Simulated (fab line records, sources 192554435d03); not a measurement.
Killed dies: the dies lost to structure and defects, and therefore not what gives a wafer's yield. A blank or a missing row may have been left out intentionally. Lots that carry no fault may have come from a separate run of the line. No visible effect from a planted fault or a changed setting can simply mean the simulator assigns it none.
fab line records	flow n5Finfet
[record] lots = 4	wafers = 12	lastDay = 17
route steps=1938 shown BEOL_M4@1099 BEOL_M5@1112 MIM_TOP_ETCH@1852 PASSIVATION@1936
lots that met no fault: from a run of the same line without faults
startH: hours from the record's opening day to when the first of the lot's shown wafers began	waitH: hours elapsed since this lot's preceding step	" same as the row above	L1.1+2: one row covering several wafers at once	- no value present, or no start provided	* or withheld: withheld	< > ~ a bound
route shown NAME@n: NAME is a module with steps in the file, n the number in the route of the first one	usual: mean/standard deviation of fault-free wafers	same: alike in all rows	chamber/n: place in a boat	sites: readings site by site	_std_site: standard deviation of those values	_edge_site: mean of outer sites minus mean of inner sites	radiusMm: for every site, how far away it sits from the centre of the wafer	mask NAME#n: copy n	behind: the last tool/chamber to shape the wafer	hold: why the lot was held/for how many hours/how that ended	device: names the non-switching transistor (n, p or np)	end of line: the route-end tests of the same wafers	for a step that has no rows: nothing shown but its recipe	killed: the dies lost at the first sort to structure and to defects; this is not the yield of the wafer	map: a wafer's dies, marking killed ones x, the rest . and places with no die _
set.NAME: the setting the step ran with; set.NAME@STEP: the setting that earlier step ran with	model.NAME: the simulator's own value behind a step, which no gauge read
certain route steps with their lots: each step a table, each wafer a row
services: when a tool's chamber went out of use (startH, in hours from the record's first day, below 0 if earlier), for how many hours, and the reason
[[steps]]
[step N5_BEOL_M4_ANNEAL_95]
[recipe] tempC = 400	timeS = 240	ambient = vacuum
[step N5_BEOL_M4_SPUTTER_96]
[recipe] material = Cu	targetThkA = 45	tempC = -20	chamberPressurePa = 0.07	powerW = withheld	timeS = 8.29
[step N5_BEOL_M4_ECD_50]
[recipe] material = Cu	targetThkA = 3000
[step N5_BEOL_M4_ANNEAL_51]
[recipe] tempC = 225	timeS = 90	ambient = N2
[step N5_BEOL_M4_CMP_52]
[recipe] stopOn = SiOC	tOverpolishS = 6.8	downForcePsi = 1	platenRpm = 50	clearingPlatenDownForcePsi = 1.5	clearingPlatenRpm = 50	postCmpClean = cuAlkaline	targetThkNm = 40	clearingPlatenPadVelocityMS = 0.99484	padVelocityMS = 0.99484
[step N5_BEOL_M4_PRE_CLEAN_60]
[recipe] gas = NH3/H2	timeS = 15	tempC = *	rfPowerW = 300
[step N5_BEOL_M4_CO_CAP_55]
[recipe] material = Co	targetThkA = 20	tempC = 200	precursor = CCTBA/H2	pressureTorr = 30	timeS = 102.1
[step N5_BEOL_M4_PRE_CLEAN_56]
[recipe] gas = NH3	timeS = 15	tempC = withheld	rfPowerW = 300
[step N5_BEOL_M4_DEP_57]
[recipe] material = SiCN	targetThkA = 80	tempC = withheld	precursor = 3MS/NH3	pressureTorr = 3	rfW = 202	timeS = 14
[step N5_BEOL_M4_RC_MEAS_101]
[usual] DIBL_N = 36.3/1.2	DIBL_P = 36.3/1.4	IOFF_N = 0.157/0.02	IOFF_P = 0.22/0.033	ION_N = 675/9.6	ION_P = 465/8.2	SS_N = 71.4/0.45	SS_P = 73.3/0.54	VT_N = 249.8/2.5	VT_P = -249/3.2
lot.wafer	tool	chamber	startH	waitH	DIBL_N[mV/V]	DIBL_P[mV/V]	IOFF_N[nA/um]	IOFF_P[nA/um]	ION_N[uA/um]	ION_P[uA/um]	SS_N[mV/dec]	SS_P[mV/dec]	VT_N[mV]	VT_P[mV]
L184.2	prober-01	0	269.58	0.2	37.1	37.2	0.183	0.26	688	473	71.0	73.9	245.6	-246
L184.5	"	0	"	"	36.2	36.6	0.171	0.24	686	474	70.9	73.2	247.6	-247
L184.6	"	0	"	"	36.9	37.6	0.184	0.25	689	471	71.5	73.6	245.5	-246
L186.4	prober-02	0	277.36	0.5	36.2	35.8	0.149	0.20	669	457	71.3	73.6	248.4	-252
L186.5	"	0	"	"	36.7	36.7	0.155	0.22	672	464	72.1	73.6	248.1	-250
L186.6	"	0	"	"	36.6	36.1	0.151	0.20	673	455	71.9	74.2	249.9	-253
L189.2	prober-02	0	299.80	0.2	35.6	35.0	0.152	0.24	682	470	71.9	73.4	249.8	-247
L189.3	"	0	"	"	35.3	34.9	0.155	0.23	689	475	71.9	73.4	249.4	-248
L189.6	"	0	"	"	35.7	35.2	0.159	0.25	676	467	71.7	73.3	250.6	-246
L191.2	prober-02	0	300.73	0.3	35.4	37.1	0.135	0.20	657	460	70.9	73.3	252.2	-251
L191.3	"	0	"	"	35.1	36.5	0.133	0.19	666	462	70.9	72.7	251.8	-251
L191.5	"	0	"	"	35.0	36.3	0.129	0.20	663	465	71.1	72.6	252.5	-251
[step N5_BEOL_M5_ILD_DEP_00]
[recipe] material = SiCOH_lowk	targetThkA = 1406.4	tempC = 300	precursor = DEMS/porogen	pressureTorr = 5	rfW = 500	timeS = 25.9
[step N5_BEOL_M5_CURE_79]
[recipe] tempC = 385	timeS = 240	ambient = He/Ar	material = SiCOH_lowk
[step N5_BEOL_M5_PECVD_70]
[recipe] material = SiO2	targetThkA = 160	tempC = 400	precursor = TEOS/O2	pressureTorr = 5.5	rfW = 450	teosFlowSccm = 53.8	gas = O2	flowSccm = 3000	timeS = 18
[step N5_BEOL_M5_HM_DEP_02]
[recipe] material = TiN	targetThkA = 200	tempC = 25	chamberPressurePa = 0.49996
[step N5_BEOL_M5_COAT_59]
[recipe] resist = SOC	tempC = 250	timeS = 60	spinRpm = 1500	resistThkNm = 60
[step N5_BEOL_M5_COAT_60]
[recipe] resist = SiARC	tempC = 220	timeS = 60	spinRpm = 1500	resistThkNm = 12
[step N5_BEOL_M5_COAT_71]
[recipe] resist = underlayer	tempC = 205	timeS = 60	spinRpm = 1500	resistThkNm = 5
[step N5_BEOL_M5_COAT_05]
[recipe] resist = CAR-EUV	spinRpm = 1500	resistThkNm = 30
[step N5_BEOL_M5_EBR_07]
[recipe] solvent = PGMEA	ebrWidthMm = 1.5
[step N5_BEOL_M5_SOFTBAKE_06]
[recipe] tempC = 110	timeS = 60	resist = CAR-EUV
[step N5_BEOL_M5_EXPOSE_08]
[recipe] maskId = M5	na = 0.33	sourceShape = annular	sigmaInner = 0.4	sigmaOuter = 0.8	polarization = unpolarized	targetCdNm = 28	doseMj = 35.75
[step N5_BEOL_M5_PEB_09]
[recipe] pebTempC = 100	pebTimeS = 60	resist = CAR-EUV
[step N5_BEOL_M5_DEVELOP_10]
[recipe] developTimeS = 30	developer = TMAH	resist = CAR-EUV	rinseLiquid = surfactantRinse	dry = airSpin	devTempC = 23
[step N5_BEOL_M5_DESCUM_16]
[recipe] chemistry = O2	timeS = 7	sourcePowerW = 50	biasPowerW = 20	pressureMtorr = 20	rfFrequencyHz = 2.712e+07	tempC = 40	resist = CAR-EUV	o2FlowSccm = 225
[step N5_BEOL_M5_ETCH_72]
[recipe] chemistry = N2/H2	target = underlayer	targetDepthA = 65	maskMaterial = CAR-EUV	timeS = 5.2	ionEnergyEv = 200	pressureMtorr = 30	sourceW = 840	biasW = 150	n2FlowSccm = 200	h2FlowSccm = 200	ends = cleared
[step N5_BEOL_M5_ETCH_61]
[recipe] chemistry = CF4	target = SiARC	targetDepthA = 156	maskMaterial = CAR-EUV	timeS = 26	ionEnergyEv = 80	pressureMtorr = 40	sourceW = 545	biasW = 36	Ar_flow_sccm = 100	cf4FlowSccm = 100	ends = cleared
[step N5_BEOL_M5_ETCH_62]
[recipe] chemistry = N2/H2	target = SOC	targetDepthA = 750	overetchA = 150	maskMaterial = SiARC	tempC = 40	timeS = 112.5	ionEnergyEv = 200	pressureMtorr = 30	sourceW = 840	biasW = 150	n2FlowSccm = 200	h2FlowSccm = 200
[step N5_BEOL_M5_STRIP_63]
[recipe] chemistry = N2/H2	tempC = 40	n2FlowSccm = 200	h2FlowSccm = 200	rfFrequencyHz = 6e+07
[step N5_BEOL_M5_STRIP_73]
[recipe] chemistry = N2/H2	tempC = 40	n2FlowSccm = 200	h2FlowSccm = 200	rfFrequencyHz = 6e+07
[step N5_BEOL_M5_STRIP_64]
[recipe] chemistry = CF4	resist = SiARC	powerW = 300	biasPowerW = 75	pressureMtorr = 50	cf4FlowSccm = 150	rfFrequencyHz = 6e+07
[step N5_BEOL_M5_HM_OPEN_17]
[recipe] chemistry = Cl2/BCl3	targetDepthA = 200	overetchA = 60	target = TiN	maskMaterial = SOC	ionEnergyEv = 150	pressureMtorr = 10	icpW = 1000	biasW = 126	Cl2_flow_sccm = 53.25	bcl3FlowSccm = 21.75	Ar_flow_sccm = 25
[step N5_BEOL_M5_STRIP_19]
[recipe] chemistry = O2	powerW = 400	tempC = 40	pressureMtorr = 30	rfFrequencyHz = 6e+07	biasPowerW = 0	overashFraction = 0.2	o2FlowSccm = 225
[step N5_BEOL_M5_COAT_65]
[recipe] resist = SOC	tempC = 250	timeS = 60	spinRpm = 1500	resistThkNm = 60
[step N5_BEOL_M5_COAT_66]
[recipe] resist = SiARC	tempC = 220	timeS = 60	spinRpm = 1500	resistThkNm = 12
[step N5_MIM_TOP_ETCH_STRIP_01]
[recipe] chemistry = O2	powerW = 600	tempC = 60	pressureMtorr = 30	rfFrequencyHz = 6e+07	biasPowerW = 0	overashFraction = 0.5	o2FlowSccm = 225
[usual] biasPowerW = 0/0	chamberPressureMTorr = 30.00/0.075	drypumpMotorCurrentA = 5.8/0.5	oesProductAu = 0.80/0.11	rfVppV = 3.7/1.4	showerheadPlenumPTorr = 2.09/0.067	throttleValvePct = 16.71/0.28
lot.wafer	tool	chamber	startH	waitH	biasPowerW	chamberPressureMTorr	drypumpMotorCurrentA	oesProductAu	rfHoursCounterH	rfVppV	showerheadPlenumPTorr	throttleValvePct	model.coat_of_MIM_TOP_LITHO_COAT_02.thkNm
L184.2	rieDiel-02	2	360.36	0.2	-	-	-	-	-	-	-	-	*
L184.5	"	1	"	"	-	-	-	-	-	-	-	-	*
L184.6	"	0	"	"	-	-	-	-	-	-	-	-	*
L186.4	rieDiel-05	2	365.28	0.1	-	-	-	-	-	-	-	-	*
L186.5	"	3	"	"	-	-	-	-	-	-	-	-	*
L186.6	"	0	"	"	-	-	-	-	-	-	-	-	*
L189.2	rieDiel-02	1	395.22	0.1	0	30.09	5.9	0.85	77	4.1	2.20	16.36	*
L189.3	"	3	"	"	0	29.93	4.7	0.67	254	3.5	2.06	17.03	*
L189.6	"	1	"	"	0	29.98	5.9	0.84	-	2.9	2.20	16.32	*
L191.2	rieDiel-02	2	396.38	0.1	0	30.02	5.6	0.70	204	6.0	2.09	16.64	*
L191.3	"	3	"	"	0	29.93	4.7	0.69	254	3.9	2.07	17.08	*
L191.5	"	1	"	"	0	29.93	5.9	0.83	-	2.4	2.20	16.37	*
[step N5_PASSIVATION_PROBE_49]
[usual] defectLimitedYield = 91.1/1.4	killed_at_M0_to_M3 = 33/10	killed_at_M4_up = 15/5.8	killedAtContacts = 13/5.9	killedAtFrontEnd = 39/11	killedAtOther = 4/3.6	killedDies = 105/16	killedOnRim = 13/3.7	killedOpen = 68/11	killedShort = 34/7.8	sort_bin_5_function = 5.2/0.88	sort_bin_6_memory = 3.3/0.61	sortNPass = 1075/16	sortYieldPct = 91.1/1.4
[same] grossDies = 1180	killedAtBackSide = 0	sort_bin_4_leakage[%] = 0	sort_bin_8_speed[%] = 0
lot.wafer	tool	chamber	startH	waitH	defectLimitedYield[%]	killed_at_M0_to_M3	killed_at_M4_up	killedAtContacts	killedAtFrontEnd	killedAtOther	killedDies	killedOnRim	killedOpen	killedShort	sort_bin_5_function[%]	sort_bin_6_memory[%]	sortNPass	sortYieldPct[%]
L184.2	prober-02	-	371.81	0.1	0	43	23	6	44	1064	1180	152	74	53	96.2	3.1	0	0
L184.5	prober-02	-	371.96	0.2	0	56	13	12	39	1060	1180	152	73	47	96.0	3.0	0	0
L184.6	prober-02	-	372.01	0.3	0	71	14	11	14	1070	1180	152	83	30	95.9	3.9	0	0
L186.4	prober-02	-	375.82	0.2	0	22	8	13	44	1093	1180	152	55	40	96.6	3.1	0	0
L186.5	prober-02	-	375.87	0.2	0	35	28	19	51	1047	1180	152	110	36	94.3	5.3	0	0
L186.6	prober-02	-	375.92	0.3	0	36	7	8	59	1070	1180	152	76	38	96.1	3.5	0	0
// killed by level:class
L184.2 MIM_TOP_ETCH:areaPecvd=1052 BEOL_M0_SAQP:geometricParticle:short=17 FIN_SAQP:geometricParticle:short=14 BEOL_M4:geometricParticle:open=14 BEOL_M0_SAQP:geometricParticle:open=11 FIN_SAQP:geometricParticle:open=10 BEOL_M2:geometricParticle:open=5 STI_FIN_REVEAL:geometricParticle:open=5
L184.5 MIM_TOP_ETCH:areaPecvd=1059 BEOL_M0_SAQP:geometricParticle:short=13 BEOL_M0_SAQP:geometricParticle:open=13 MOL_CONTACT_COAG:geometricParticle:open=10 FIN_SAQP:geometricParticle:short=9 BEOL_M2:geometricParticle:open=9 FIN_SAQP:geometricParticle:open=8 BEOL_M1:geometricParticle:open=6
L184.6 MIM_TOP_ETCH:areaPecvd=1067 BEOL_M0_SAQP:geometricParticle:open=15 BEOL_M1:geometricParticle:open=13 BEOL_M0_SAQP:geometricParticle:short=12 BEOL_M2:geometricParticle:open=11 MOL_CONTACT_COAG:geometricParticle:open=10 BEOL_M3:geometricParticle:open=8 BEOL_M1:geometricParticle:short=6
L186.4 MIM_TOP_ETCH:areaPecvd=1085 FIN_SAQP:geometricParticle:open=11 MOL_CONTACT_COAG:geometricParticle:open=11 FIN_SAQP:geometricParticle:short=9 BEOL_M2:geometricParticle:open=7 STI_FIN_REVEAL:geometricParticle:open=6 GATE_CUT:geometricParticle:short=6 BEOL_M3:geometricParticle:open=5
L186.5 MIM_TOP_ETCH:areaPecvd=1033 FIN_SAQP:geometricParticle:open=21 MOL_CONTACT_COAG:geometricParticle:open=16 BEOL_M4:geometricParticle:open=15 STI_FIN_REVEAL:geometricParticle:open=10 BEOL_M3:geometricParticle:open=10 FIN_SAQP:geometricParticle:short=9 BEOL_M0_SAQP:geometricParticle:open=8
L186.6 MIM_TOP_ETCH:areaPecvd=1063 FIN_SAQP:geometricParticle:open=18 BEOL_M2:geometricParticle:open=17 FIN_SAQP:geometricParticle:short=11 STI_FIN_REVEAL:geometricParticle:open=8 MOL_CONTACT_COAG:geometricParticle:open=7 STARTING-WAFER:geometricParticle:open=6 BEOL_M2:geometricParticle:short=4
// map L184.2 (x killed, . not)
_________________xxxxxxxxxxxx________________
______________xxxxxxxxxxxxxxxxxx_____________
___________xxxxxxxxxxxxxxxxxxxxxxxx__________
__________xxxxxxxxxxxxxxxxxxxxxxxxxx_________
________xxxxxxxxxxxxxxxxxxxxxxxxxxxxxx_______
_______xxxxxxxxxxxxxxxxxxxxxxxxxxxxxxxx______
______xxxxxxxxxxxxxxxxxxxxxxxxxxxxxxxxxx_____
_____xxxxxxxxxxxxxxxxxxxxxxxxxxxxxxxxxxxx____
____xxxxxxxxxxxxxxxxxxxxxxxxxxxxxxxxxxxxxx___
___xxxxxxxxxxxxxxxxxxxxxxxxxxxxxxxxxxxxxxxx__
___xxxxxxxxxxxxxxxxxxxxxxxxxxxxxxxxxxxxxxxx__
__xxxxxxxxxxxxxxxxxxxxxxxxxxxxxxxxxxxxxxxxxx_
__xxxxxxxxxxxxxxxxxxxxxxxxxxxxxxxxxxxxxxxxxx_
_xxxxxxxxxxxxxxxxxxxxxxxxxxxxxxxxxxxxxxxxxxxx
_xxxxxxxxxxxxxxxxxxxxxxxxxxxxxxxxxxxxxxxxxxxx
_xxxxxxxxxxxxxxxxxxxxxxxxxxxxxxxxxxxxxxxxxxxx
_xxxxxxxxxxxxxxxxxxxxxxxxxxxxxxxxxxxxxxxxxxxx
_xxxxxxxxxxxxxxxxxxxxxxxxxxxxxxxxxxxxxxxxxxxx
_xxxxxxxxxxxxxxxxxxxxxxxxxxxxxxxxxxxxxxxxxxxx
_xxxxxxxxxxxxxxxxxxxxxxxxxxxxxxxxxxxxxxxxxxxx
_xxxxxxxxxxxxxxxxxxxxxxxxxxxxxxxxxxxxxxxxxxxx
__xxxxxxxxxxxxxxxxxxxxxxxxxxxxxxxxxxxxxxxxxx_
__xxxxxxxxxxxxxxxxxxxxxxxxxxxxxxxxxxxxxxxxxx_
___xxxxxxxxxxxxxxxxxxxxxxxxxxxxxxxxxxxxxxxx__
___xxxxxxxxxxxxxxxxxxxxxxxxxxxxxxxxxxxxxxxx__
____xxxxxxxxxxxxxxxxxxxxxxxxxxxxxxxxxxxxxx___
_____xxxxxxxxxxxxxxxxxxxxxxxxxxxxxxxxxxxx____
______xxxxxxxxxxxxxxxxxxxxxxxxxxxxxxxxxx_____
_______xxxxxxxxxxxxxxxxxxxxxxxxxxxxxxxx______
________xxxxxxxxxxxxxxxxxxxxxxxxxxxxxx_______
__________xxxxxxxxxxxxxxxxxxxxxxxxxx_________
___________xxxxxxxxxxxxxxxxxxxxxxxx__________
______________xxxxxxxxxxxxxxxxxx_____________
_________________xxxxxxxxxxxx________________
// map L186.4 (x killed, . not)
_________________xxxxxxxxxxxx________________
______________xxxxxxxxxxxxxxxxxx_____________
___________xxxxxxxxxxxxxxxxxxxxxxxx__________
__________xxxxxxxxxxxxxxxxxxxxxxxxxx_________
________xxxxxxxxxxxxxxxxxxxxxxxxxxxxxx_______
_______xxxxxxxxxxxxxxxxxxxxxxxxxxxxxxxx______
______xxxxxxxxxxxxxxxxxxxxxxxxxxxxxxxxxx_____
_____xxxxxxxxxxxxxxxxxxxxxxxxxxxxxxxxxxxx____
____xxxxxxxxxxxxxxxxxxxxxxxxxxxxxxxxxxxxxx___
___xxxxxxxxxxxxxxxxxxxxxxxxxxxxxxxxxxxxxxxx__
___xxxxxxxxxxxxxxxxxxxxxxxxxxxxxxxxxxxxxxxx__
__xxxxxxxxxxxxxxxxxxxxxxxxxxxxxxxxxxxxxxxxxx_
__xxxxxxxxxxxxxxxxxxxxxxxxxxxxxxxxxxxxxxxxxx_
_xxxxxxxxxxxxxxxxxxxxxxxxxxxxxxxxxxxxxxxxxxxx
_xxxxxxxxxxxxxxxxxxxxxxxxxxxxxxxxxxxxxxxxxxxx
_xxxxxxxxxxxxxxxxxxxxxxxxxxxxxxxxxxxxxxxxxxxx
_xxxxxxxxxxxxxxxxxxxxxxxxxxxxxxxxxxxxxxxxxxxx
_xxxxxxxxxxxxxxxxxxxxxxxxxxxxxxxxxxxxxxxxxxxx
_xxxxxxxxxxxxxxxxxxxxxxxxxxxxxxxxxxxxxxxxxxxx
_xxxxxxxxxxxxxxxxxxxxxxxxxxxxxxxxxxxxxxxxxxxx
_xxxxxxxxxxxxxxxxxxxxxxxxxxxxxxxxxxxxxxxxxxxx
__xxxxxxxxxxxxxxxxxxxxxxxxxxxxxxxxxxxxxxxxxx_
__xxxxxxxxxxxxxxxxxxxxxxxxxxxxxxxxxxxxxxxxxx_
___xxxxxxxxxxxxxxxxxxxxxxxxxxxxxxxxxxxxxxxx__
___xxxxxxxxxxxxxxxxxxxxxxxxxxxxxxxxxxxxxxxx__
____xxxxxxxxxxxxxxxxxxxxxxxxxxxxxxxxxxxxxx___
_____xxxxxxxxxxxxxxxxxxxxxxxxxxxxxxxxxxxx____
______xxxxxxxxxxxxxxxxxxxxxxxxxxxxxxxxxx_____
_______xxxxxxxxxxxxxxxxxxxxxxxxxxxxxxxx______
________xxxxxxxxxxxxxxxxxxxxxxxxxxxxxx_______
__________xxxxxxxxxxxxxxxxxxxxxxxxxx_________
___________xxxxxxxxxxxxxxxxxxxxxxxx__________
______________xxxxxxxxxxxxxxxxxx_____________
_________________xxxxxxxxxxxx________________
[[services]]
tool	chamber	startH	hours	kind
rieDiel-05	1	347.76	-	clean
rieDiel-05	1	347.76	-	consumableReplace:focusRing
rieDiel-05	1	347.76	19.1	scheduledDown
rieDiel-05	1	347.76	19.1	ventCycle
rieDiel-05	3	368.40	-	clean
rieDiel-05	3	368.40	-	consumableReplace:focusRing
rieDiel-05	3	368.40	15.5	scheduledDown
rieDiel-05	3	368.40	15.5	ventCycle
[[key]]
[firstSign] step = N5_MIM_TOP_ETCH_STRIP_01	reading = toolRecord	direction = missing
[effect] step = N5_PASSIVATION_PROBE_49	reading = killedAtOther	direction = up	sigmas = 99+	usual = 4	struck = 1067
[modelEffect] step = N5_MIM_TOP_ETCH_STRIP_01	value = coat_of_MIM_TOP_LITHO_COAT_02.thkNm	without = *	struck = *
[moreKillsBornAt] N5_MIM_TOP_ETCH_PECVD_03@pecvd-01 = 3181	N5_MIM_TOP_ETCH_PECVD_03@pecvd-02 = 3178
metAt N5_MIM_TOP_ETCH_STRIP_01
struckWafers L184.2,L184.5,L184.6,L186.4,L186.5,L186.6
laterRowsLeftOut L184.2,L184.5,L184.6,L186.4,L186.5,L186.6
[fault] kind = skippedStepWhole	tool = rieDiel-02,rieDiel-05	chamber = -	onsetH = 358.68	steps = N5_MIM_TOP_ETCH_STRIP_01	scope = struckLotsOnly
// laterRowsLeftOut: the simulator's readings of these wafers behind a module that went badly wrong aren't trusted and aren't shown, but for the sort
